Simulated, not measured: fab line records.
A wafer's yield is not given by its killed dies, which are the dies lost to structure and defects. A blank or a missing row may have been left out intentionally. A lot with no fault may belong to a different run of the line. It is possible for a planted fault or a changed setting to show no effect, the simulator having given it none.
Matching of chambers :: flow n5_finfet :: rie_diel-02 running N5_BEOL_M3_STRIP_66: 4 sister chambers
The step strips in CF4. 4 wafers are shown with their chamber, then 7 later ones without.

EACH WAFER AND ITS CHAMBER
wafer: L075.4
chamber: 2
showerhead_plenum_p_Torr (Torr): 1.86

wafer: L080.2
chamber: 0
showerhead_plenum_p_Torr (Torr): 1.82

wafer: L091.1
chamber: 1
showerhead_plenum_p_Torr (Torr): 1.81

wafer: L091.2
chamber: 3
showerhead_plenum_p_Torr (Torr): 1.91

WAFERS WITH NO CHAMBER GIVEN
wafer: L091.4
showerhead_plenum_p_Torr (Torr): 1.82

wafer: L093.2
showerhead_plenum_p_Torr (Torr): 1.91

wafer: L093.4
showerhead_plenum_p_Torr (Torr): 1.85

wafer: L093.6
showerhead_plenum_p_Torr (Torr): 1.82

wafer: L094.4
showerhead_plenum_p_Torr (Torr): 1.85

wafer: L094.5
showerhead_plenum_p_Torr (Torr): 1.85

wafer: L094.6
showerhead_plenum_p_Torr (Torr): 1.91

WHICH CHAMBER EACH WENT THROUGH
wafer: L091.4
from the rows above: can't be placed: 0 or 1
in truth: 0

wafer: L093.2
from the rows above: 3
in truth: 3

wafer: L093.4
from the rows above: 2
in truth: 2

wafer: L093.6
from the rows above: can't be placed: 0 or 1
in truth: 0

wafer: L094.4
from the rows above: 2
in truth: 2

wafer: L094.5
from the rows above: 2
in truth: 2

wafer: L094.6
from the rows above: 3
in truth: 3
Correct placement for 5 of the 7. Not placeable from these rows: 2 (in 2, the candidates include the true chamber). Wrongly placed: 0.
How it was worked out, from the rows above alone: a wafer's distance from a chamber is the root of the sum, over the readings, of the square of ((its reading less the chamber's mean) divided by the reading's scatter). The wafer belongs to the nearest chamber; if the next one is less than 2 further off, it can't be placed. For every chamber, the mean is computed from those of its wafers that are shown. The scatter (one wafer shown for each chamber): square how far every hidden wafer sits from the nearest shown wafer, average those squares and take the square root.
